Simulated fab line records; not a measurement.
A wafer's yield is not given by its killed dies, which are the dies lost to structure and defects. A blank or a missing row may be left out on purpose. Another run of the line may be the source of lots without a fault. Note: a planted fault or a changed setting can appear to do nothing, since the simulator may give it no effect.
fab line records	flow nand-harc	part 2 of 2: steps 5 to 6 of 6
record lots=24	wafers=72	last-day=25
route steps=1159 shown P_M2@335 P_BONDPAD@364 A_ZERO_WELL@404 A_CHANNEL_HOLE_D1@467 A_CHANNEL_FILL_D1@493
lots with no fault: from the same line, run without faults
start-h: the number of hours between the record's first day and the start of the first shown wafer of the lot	wait-h: time in hours since the lot's previous step	" as in the row above	L1.1+2: a row that stands for several wafers	- no value, or no start given	* or withheld: withheld	< > ~ a bound
route shown NAME@n: a module of which the file shows steps, and the number in the route of the first	usual: mean/standard deviation taken from wafers without a fault	same: alike in all rows	chamber/n: place in a boat	sites: readings site by site	_std_site: the values' standard deviation	_edge_site: mean of outer sites minus mean of inner sites	radius-mm: how far each site lies from the wafer's centre	mask NAME#n: copy n	behind: tool/chamber where the wafer was last shaped	hold: cause of the lot's hold/its duration in hours/its outcome	device: the transistor (n, p or np) that didn't switch	end of line: tests run on the same wafers once the route is complete	a step with no rows: only its recipe	killed: the dies lost at the first sort to structure and to defects; this is not the yield of the wafer	map: shows each die of a wafer: x if killed, . if not, _ if none is there
set.NAME: the run value of the setting; set.NAME@STEP: its run value at that earlier step	model.NAME: the simulator's own value behind a step, which no gauge read
the route's steps for a sample of lots (tables are steps, rows are wafers)
services: when a tool's chamber went out of use (start-h, in hours from the record's first day, below 0 if earlier), for how many hours, and the reason
## steps
# step NHARC_A_CHANNEL_HOLE_D1_ETCH_24
# recipe bias-v=5000	source-w=withheld	pressure-mtorr=20	time-s=906.2	ar-flow-sccm=375	c4f8-flow-sccm=93.8	o2-flow-sccm=31.2	temp-c=-20	target-depth-a=15000	chemistry=C4F8/O2/Ar
# usual drypump-motor-current-A=5.31/0.19	showerhead-plenum-p-Torr=3.74/0.14	throttle-valve-pct=32.234/0.0098
lot.wafer	tool	chamber	start-h	wait-h	drypump-motor-current-A	rf-hours-counter-h	showerhead-plenum-p-Torr	throttle-valve-pct
L074.1	har-etch-02	0	180.99	0.6	5.12	100	3.87	32.232
L074.3	"	0	"	"	5.13	-	3.87	32.221
L074.6	"	1	"	"	5.27	-	3.54	32.236
L075.2	har-etch-01	0	182.36	0.6	5.64	194	3.82	32.227
L075.3	"	1	"	"	5.36	-	3.82	32.230
L075.6	"	0	"	"	5.65	-	3.82	32.224
L077.1	har-etch-02	1	190.66	0.6	5.19	104	3.54	32.230
L077.5	"	1	"	"	5.17	-	3.54	32.237
L077.6	"	0	"	"	5.14	-	3.87	32.249
L076.1	har-etch-01	0	190.83	0.6	5.62	198	3.82	32.233
L076.4	"	1	"	"	5.40	-	3.82	32.256
L076.5	"	1	"	"	5.40	-	3.82	32.213
L078.1	har-etch-02	1	203.03	0.6	5.23	111	3.53	32.252
L078.4	"	0	"	"	5.12	-	3.87	32.232
L078.6	"	0	"	"	5.13	-	3.87	32.239
L079.1	har-etch-02	1	207.06	0.6	5.23	115	3.53	32.233
L079.4	"	1	"	"	5.21	-	3.53	32.217
L079.6	"	0	"	"	5.14	-	3.86	32.224
L081.1	har-etch-01	1	214.86	0.6	5.43	203	3.81	32.254
L081.3	"	1	"	"	5.39	-	3.81	32.241
L081.4	"	0	"	"	5.66	-	3.81	32.233
L080.2	har-etch-02	0	215.08	0.6	5.15	119	3.86	32.235
L080.4	"	1	"	"	5.23	-	3.53	32.241
L080.6	"	1	"	"	5.21	-	3.53	32.243
L083.1	har-etch-02	0	234.55	0.6	5.12	124	3.86	32.226
L083.3	"	1	"	"	5.23	-	3.53	32.242
L083.6	"	0	"	"	5.14	-	3.86	32.240
L082.1	har-etch-01	1	235.59	0.6	5.41	210	3.81	32.218
L082.2	"	0	"	"	5.64	210	3.81	32.225
L082.4	"	1	"	"	5.39	-	3.81	32.226
L084.3	har-etch-01	1	248.37	0.6	5.36	-	3.81	32.221
L084.6	"	0	"	"	5.63	-	3.81	32.234
L084.5	"	1	"	"	5.37	-	3.81	32.225
L085.4	har-etch-02	1	248.86	0.6	5.24	-	3.52	32.218
L085.3	"	0	"	"	5.12	-	3.85	32.236
L085.5	"	0	"	"	5.11	-	3.85	32.258
L087.1	har-etch-01	0	252.12	0.6	5.63	221	3.80	32.235
L087.2	"	1	"	"	5.36	221	3.80	32.250
L087.6	"	1	"	"	5.38	-	3.80	32.238
L086.1	har-etch-02	0	257.58	0.6	5.14	138	3.85	32.238
L086.4	"	1	"	"	5.19	-	3.52	32.225
L086.6	"	0	"	"	5.13	-	3.85	32.236
L088.1	har-etch-01	1	258.52	0.6	5.34	226	3.80	32.237
L088.3	"	0	"	"	5.63	-	3.80	32.224
L088.5	"	1	"	"	5.37	-	3.80	32.240
L089.2	har-etch-02	0	268.29	0.6	5.11	143	3.85	32.224
L089.1	"	1	"	"	5.24	143	3.52	32.231
L089.5	"	1	"	"	5.23	-	3.52	32.237
L090.1	har-etch-02	0	274.95	0.6	5.13	147	3.84	32.230
L090.2	"	1	"	"	5.18	147	3.52	32.224
L090.4	"	1	"	"	5.22	-	3.52	32.228
L091.1	har-etch-01	0	281.56	0.6	5.63	235	3.80	32.216
L091.3	"	1	"	"	5.34	-	3.80	32.235
L091.4	"	0	"	"	5.63	-	3.80	32.228
L092.1	har-etch-02	0	282.57	0.6	5.14	151	3.84	32.220
L092.6	"	0	"	"	5.13	-	3.84	32.247
L092.5	"	1	"	"	5.22	-	3.51	32.229
L093.2	har-etch-01	1	292.04	0.6	5.40	239	3.79	32.235
L093.1	"	0	"	"	5.64	239	3.79	32.244
L093.3	"	0	"	"	5.63	-	3.79	32.234
L094.3	har-etch-02	1	298.41	0.6	5.24	-	3.51	32.254
L094.4	"	0	"	"	5.13	-	3.84	32.253
L094.6	"	1	"	"	5.18	-	3.51	32.232
L095.2	har-etch-01	1	299.86	0.6	5.35	244	3.79	32.225
L095.1	"	0	"	"	5.63	244	3.79	32.227
L095.6	"	0	"	"	5.65	-	3.79	32.249
L096.2	har-etch-02	0	308.56	0.6	5.11	161	3.84	32.225
L096.4	"	1	"	"	5.14	-	3.51	32.255
L096.5	"	1	"	"	5.15	-	3.51	32.244
L097.1	har-etch-02	0	325.15	0.6	5.12	176	3.83	32.222
L097.3	"	0	"	"	5.11	-	3.83	32.243
L097.6	"	0	"	"	5.16	-	3.83	32.230
# step NHARC_A_CHANNEL_FILL_D1_ALD_03
# recipe target-thk-a=60	pulse-time-s=60	ald-cycles=58	temp-c=630	pressure-torr=2	material=SiNx
# usual precursor-pulse-height-rel=0.997/0.021
lot.wafer	tool	chamber	start-h	wait-h	precursor-pulse-height-rel
L074.1	ald-sin-batch-01	0	-	-	1.039
L074.3	"	0	"	"	0.996
L074.6	"	0	"	"	1.000
L075.2	ald-sin-batch-01	0	-	-	1.021
L075.3	"	0	"	"	1.017
L075.6	"	0	"	"	0.997
L076.1	ald-sin-batch-03	0	-	-	1.001
L076.4	"	0	"	"	1.009
L076.5	"	0	"	"	1.008
L077.1	ald-sin-batch-03	0	-	-	1.000
L077.5	"	0	"	"	0.993
L077.6	"	0	"	"	0.983
L078.1	ald-sin-batch-03	0	-	-	1.011
L078.4	"	0	"	"	1.021
L078.6	"	0	"	"	0.956
L079.1	ald-sin-batch-01	0	-	-	0.965
L079.4	"	0	"	"	1.006
L079.6	"	0	"	"	0.980
L080.2	ald-sin-batch-03	0	-	-	1.001
L080.4	"	0	"	"	1.006
L080.6	"	0	"	"	0.982
L081.1	ald-sin-batch-03	0	-	-	0.997
L081.3	"	0	"	"	1.020
L081.4	"	0	"	"	0.995
L082.1	ald-sin-batch-03	0	-	-	0.960
L082.2	"	0	"	"	1.001
L082.4	"	0	"	"	1.022
L083.1	ald-sin-batch-03	0	-	-	1.006
L083.3	"	0	"	"	1.031
L083.6	"	0	"	"	1.017
L084.3	ald-sin-batch-03	0	-	-	0.990
L084.5	"	0	"	"	1.011
L084.6	"	0	"	"	1.015
L085.3	ald-sin-batch-03	0	-	-	1.006
L085.4	"	0	"	"	1.010
L085.5	"	0	"	"	0.982
L087.1	ald-sin-batch-01	0	-	-	0.956
L087.2	"	0	"	"	0.991
L087.6	"	0	"	"	0.999
L086.1	ald-sin-batch-01	0	-	-	1.005
L086.4	"	0	"	"	0.981
L086.6	"	0	"	"	1.015
L088.1	ald-sin-batch-01	0	-	-	0.976
L088.3	"	0	"	"	1.001
L088.5	"	0	"	"	0.980
L089.1	ald-sin-batch-03	0	-	-	1.005
L089.2	"	0	"	"	0.965
L089.5	"	0	"	"	0.971
L090.1	ald-sin-batch-03	0	-	-	1.008
L090.2	"	0	"	"	0.999
L090.4	"	0	"	"	1.003
L091.1	ald-sin-batch-01	0	-	-	0.983
L091.3	"	0	"	"	1.020
L091.4	"	0	"	"	1.039
L092.1	ald-sin-batch-01	0	-	-	1.007
L092.5	"	0	"	"	1.019
L092.6	"	0	"	"	0.986
L093.1	ald-sin-batch-03	0	-	-	0.977
L093.2	"	0	"	"	1.014
L093.3	"	0	"	"	1.003
L094.3	ald-sin-batch-01	0	-	-	1.039
L094.4	"	0	"	"	0.965
L094.6	"	0	"	"	1.014
L095.1	ald-sin-batch-01	0	-	-	1.013
L095.2	"	0	"	"	0.954
L095.6	"	0	"	"	0.998
L096.2	ald-sin-batch-02	0	-	-	1.010
L096.4	"	0	"	"	1.006
L096.5	"	0	"	"	1.000
L097.1	ald-sin-batch-01	0	-	-	1.024
L097.3	"	0	"	"	0.962
L097.6	"	0	"	"	1.038
## services
tool	chamber	start-h	hours	kind
rie-diel-02	-	109.02	3.3	repair
rie-diel-03	1	137.31	9.3	repair
rie-diel-03	3	142.81	4.2	repair
ald-sin-batch-01	-	158.87	12.2	repair
ald-sin-batch-03	-	168.39	3.5	repair
rie-diel-11	3	173.10	4.8	repair
rie-diel-10	-	176.79	9.0	pm
rie-diel-11	-	189.51	9.0	pm
har-etch-01	-	199.91	7.6	repair
har-etch-01	-	207.76	3.0	repair
rie-diel-03	-	215.30	9.0	pm
rie-diel-11	2	223.60	8.0	repair
rie-diel-03	-	245.91	50.1	repair
rie-diel-11	2	272.41	19.8	repair
har-etch-01	-	274.04	0.7	repair
rie-diel-11	3	282.49	8.6	repair
rie-diel-11	1	286.28	5.0	repair
rie-diel-03	-	296.92	2.4	repair
har-etch-01	-	305.00	17.0	pm
ald-sin-batch-03	-	314.03	26.0	pm
rie-diel-10	-	315.21	0.6	repair
rie-diel-11	0	315.73	4.5	repair
rie-diel-11	2	323.30	9.9	repair
rie-diel-10	3	323.78	4.7	repair
